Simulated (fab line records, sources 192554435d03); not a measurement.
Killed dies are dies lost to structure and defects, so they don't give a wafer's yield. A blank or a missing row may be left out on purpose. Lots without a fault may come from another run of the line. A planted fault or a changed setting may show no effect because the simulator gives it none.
Chamber matching | flow n5_finfet | N5_MOL_CONTACT_COAG_DESCUM_88 on rie_diel-06: 4 sister chambers
The step chemistry O2, time 7 s. 4 wafers are shown with their chamber, then 7 later ones without.

WAFERS WITH THEIR CHAMBER
wafer  | chamber | throttle_valve_pct (%)
L079.1 | 3       | 20.1
L084.4 | 1       | 20.9
L085.1 | 2       | 20.4
L085.2 | 0       | 20.7

WAFERS WITHOUT THEIR CHAMBER
wafer  | throttle_valve_pct (%)
L085.5 | 20.7
L090.3 | 20.5
L090.4 | 20.5
L090.6 | 20.2
L093.1 | 20.5
L093.4 | 20.2
L093.6 | 20.5

WHICH CHAMBER EACH WENT THROUGH
wafer  | from the rows above     | in truth
L085.5 | 0                       | 0
L090.3 | can't be placed: 2 or 0 | 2
L090.4 | can't be placed: 2 or 0 | 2
L090.6 | can't be placed: 3 or 2 | 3
L093.1 | can't be placed: 2 or 0 | 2
L093.4 | can't be placed: 3 or 2 | 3
L093.6 | can't be placed: 2 or 0 | 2
Placed correctly: 1 of 7. Can't be placed from these rows: 6 (the true chamber is among the candidates in 6). Placed wrongly: 0.
How it was worked out, from the rows above alone: a wafer's distance from a chamber is the root of the sum, over the readings, of the square of ((its reading less the chamber's mean) divided by the reading's scatter). The wafer belongs to the nearest chamber; if the next one is less than 2 further off, it can't be placed. A chamber's mean is the mean of its shown wafers. The scatter: with one shown wafer a chamber, the root of the mean of the squares of how far each hidden wafer lies from its nearest shown one.
